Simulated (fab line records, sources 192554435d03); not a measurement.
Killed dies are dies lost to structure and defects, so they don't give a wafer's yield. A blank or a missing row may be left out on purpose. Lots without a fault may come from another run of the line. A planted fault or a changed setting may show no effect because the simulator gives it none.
Problem report in the 8D (eight disciplines) form, filled by code | flow n5_finfet | the parts of the form that need people (team, actions taken, sign-off) are left out

1. THE PROBLEM
cathode_dc_power_W at N5_BEOL_M7_SPUTTER_48 reads a mean of 24967 W on 6 wafers of 2 lots; wafers without a fault read 25999 W with a standard deviation of 4.6. That is -99 or more standard deviations from the usual mean.
The step: material Cu, target thk 10 nm, time 1.667 s.
First seen on wafer L829.2, day 13 00:25, on pvd_sputter-03. The record holds 35 wafers of 12 lots with a number at this step. Rule for "out", or "out of limits": more than 4 standard deviations from the usual mean. The other wafers with a number count as sound.

2. WHAT IT IS AND WHAT IT IS NOT
question                    | is                     | is not
which readings at this step | cathode_dc_power_W     | -
which lots                  | L829, L831             | L813, L814, L816, L819, L820, L823, L824, L826, L835, L836
which wafers of those lots  | all that have a number | -
read on which tools         | pvd_sputter-03         | pvd_sputter-01, pvd_sputter-02
when                        | from day 13 00:25      | up to then (23 sound wafers); but 6 sound wafers of L835, L836 came after

3. SUSPECTS, AND WHAT RULES EACH OUT
Counting: a tool at a process step up to the reading stays a suspect if it ran every lot that is out and no sound lot after the first of them.
- pvd_sputter-03 at N5_BEOL_M7_SPUTTER_48 (material Cu, target thk 10 nm, time 1.667 s): kept. It ran every lot that is out, first L829 (day 13 00:25), and no sound lot after that; its last sound lot up to then is L826 (day 12 08:14). Its own readings are out on those wafers: cathode_dc_power_W.
Left after counting: pvd_sputter-03 at N5_BEOL_M7_SPUTTER_48.

4. THE CAUSE (what the simulator had put in)
Process parameter drift: pvd_sputter-03, from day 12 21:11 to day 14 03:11, at N5_BEOL_M7_SPUTTER_48. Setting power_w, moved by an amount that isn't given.
Counting left only this tool.

5. THE CHAIN OF EFFECTS, in route order
Each row: a reading whose mean over the struck wafers that have a number lies more than 3 standard deviations from the usual. Only readings for which the record gives a usual standard deviation are gone through. hours: the time from each lot's start at the first step in this table that gives one to its start at this step, as a median over the lots. sigmas: the change in usual standard deviations.
hours | step                  | reading            | usual   | on struck wafers | change | sigmas
0     | N5_BEOL_M7_SPUTTER_48 | cathode_dc_power_W | 25999 W | 24967            | -1032  | -99 or more
The process steps in it:
- N5_BEOL_M7_SPUTTER_48: material Cu, target thk 10 nm, time 1.667 s.

6. WHAT WOULD HAVE CAUGHT IT SOONER
In this record the first reading out of limits was taken at day 13 00:25, 3 hours after the fault began at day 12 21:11.
